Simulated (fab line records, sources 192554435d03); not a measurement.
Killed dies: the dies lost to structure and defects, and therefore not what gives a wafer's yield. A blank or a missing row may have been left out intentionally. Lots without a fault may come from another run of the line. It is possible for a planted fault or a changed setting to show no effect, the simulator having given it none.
Chamber matching -- flow n5-finfet -- N5_GATE_CUT_SAC_CAP_01 on ald-sin-01 has 4 sister chambers
The step material SiNx, target thk 24 nm, pulse time 1 s, ald cycles 480. 14 wafers are shown with their chamber, then 7 later ones without.

WAFERS WITH THEIR CHAMBER
wafer,chamber,heater-power-w (W),precursor-pulse-height-rel,susceptor-temp-C (C)
L075.1,1,783,0.992,399.95
L075.3,3,827,1.043,400.01
L075.6,2,852,1.002,400.08
L077.2,1,795,1.038,400.45
L077.4,2,849,0.978,399.82
L077.6,1,799,1.007,400.18
L085.2,3,814,1.006,400.18
L085.4,2,831,0.985,399.15
L085.6,3,806,1.047,400.25
L087.3,2,851,0.985,400.08
L087.4,1,798,0.972,399.80
L087.5,0,776,0.986,399.91
L092.2,1,759,0.988,400.11
L092.3,0,774,1.036,400.34

SIGNATURES, as means of the wafers listed above
reading,chamber 0,chamber 1,chamber 2,chamber 3,scatter within a chamber
heater-power-w,775.00,786.80,845.75,815.67,12.8
precursor-pulse-height-rel,1.01100,0.99940,0.98750,1.03200,0.0225
susceptor-temp-C,400.1250,400.0980,399.7825,400.1467,0.307
Rule: for each reading, subtract the chamber's mean from the wafer's reading, divide by that reading's scatter and square the result; add these up over the readings and take the root, which gives the wafer's distance from the chamber. If the next closest chamber is less than 2 further off than the closest, the wafer can't be placed; otherwise it belongs to the closest. The scatter: the root of (the sum of the squares of (reading less its chamber's mean) over the shown wafers, divided by (wafers less chambers)).

WAFERS MISSING THEIR CHAMBER
wafer,heater-power-w (W),precursor-pulse-height-rel,susceptor-temp-C (C)
L092.5,759,0.996,399.63
L095.1,787,0.990,400.26
L095.3,863,0.997,399.96
L095.4,817,0.982,399.67
L096.1,860,1.017,400.06
L096.3,773,0.983,399.96
L096.4,796,0.996,399.97

WHICH CHAMBER EACH WENT THROUGH
wafer,from the rows above,in truth
L092.5,can't be placed: 0 or 1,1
L095.1,can't be placed: 1 or 0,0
L095.3,2,2
L095.4,can't be placed: 2 or 3 or 1 or 0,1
L096.1,can't be placed: 2 or 3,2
L096.3,can't be placed: 0 or 1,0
L096.4,can't be placed: 1 or 0 or 3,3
Correct placement for 1 of the 7. Cannot be placed on the basis of these rows: 6; the candidates contain the true chamber in 6. Number placed wrongly: 0.
